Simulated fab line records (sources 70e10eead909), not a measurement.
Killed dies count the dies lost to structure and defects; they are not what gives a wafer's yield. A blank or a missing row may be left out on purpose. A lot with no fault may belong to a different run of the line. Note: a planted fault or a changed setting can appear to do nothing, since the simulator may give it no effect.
Problem report in the 8D (eight disciplines) form, filled by code | flow nand-harc | the parts of the form that need people (team, actions taken, sign-off) are left out

## 1. PROBLEM STATEMENT
Mean of killed-at-periphery at NHARC_END_SORT_01: 80.5 across 6 wafers in 2 lots; on wafers with no fault it is 4.2 (standard deviation 2.9). That is +26 standard deviations from the usual mean.
The first sign was on wafer L210.1 at day 27 00:40, on prober-02. The record has a number at this step for 6 wafers belonging to 2 lots. The rule behind "out" and "out of limits": a value lying over 4 standard deviations away from the usual mean. All remaining wafers that have a number are taken as sound.

## 2. WHAT THIS IS AND IS NOT
question                    | is                               | is not
which readings at this step | killed-at-periphery, killed-dies | killed-at-array, killed-at-other, killed-short
which lots                  | L210, L214                       | -
which wafers of those lots  | all that have a number           | -
read on which gauges        | prober-02                        | -
when                        | from day 27 00:40                | up to then (0 sound wafers)

## 3. SUSPECTS, AND WHAT RULES EACH OUT
Counting: any tool at a process step up to the reading is kept as a suspect provided that every lot that is out went through it and no sound lot did after the first of them.
- the gauge at NHARC_END_SORT_01: kept. All the wafers that are out were read on prober-02, and no step on other tools shows them out.
- rie-diel-01 at NHARC_P_CONTACT_ETCH_31 (etches the open film in CH3F/O2, target depth 30 nm, time 85.7 s): kept. It ran every lot that is out, first L210 (day 8 20:37), and no sound lot after that.
What counting leaves: rie-diel-01 at NHARC_P_CONTACT_ETCH_31 and prober-02 at NHARC_END_SORT_01.

## 4. THE CAUSE (what the simulator had put in)
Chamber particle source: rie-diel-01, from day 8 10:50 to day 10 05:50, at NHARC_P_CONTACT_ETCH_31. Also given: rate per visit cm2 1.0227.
2 suspects survive the count, and this tool is in that group.

## 5. THE EFFECT CHAIN, in route order
Each row: a reading where the mean over the struck wafers with a number is more than 3 standard deviations away from the usual. Readings are gone through only where the record gives a usual standard deviation; hours: the median, over the lots, of the time from a lot's start at the first step in this table giving one to that lot's start at this step; sigmas: the change measured in usual standard deviations.
hours | step              | reading             | usual | on struck wafers | change | sigmas
0     | NHARC_END_SORT_01 | killed-at-periphery | 4.2   | 80.5             | +76.3  | +26
0     | NHARC_END_SORT_01 | killed-dies         | 57    | 146              | +89    | +5.5

## 6. HOW IT WOULD HAVE BEEN CAUGHT EARLIER
Counted from the fault's start at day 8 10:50, it took 446 hours until the first out-of-limits reading at a measuring or inspecting step in this record, taken at day 27 00:40.
Tool readings at NHARC_P_CONTACT_ETCH_31 with a usual standard deviation given in the record: none out on any struck wafer, hence no alarm at a limit of 4 standard deviations on them.
The start of NHARC_P_CONTACT_ETCH_31 on rie-diel-01 came by day 27 00:40 for every one of the lots that are out (2). Tool hold at that time: it would have spared none of them.
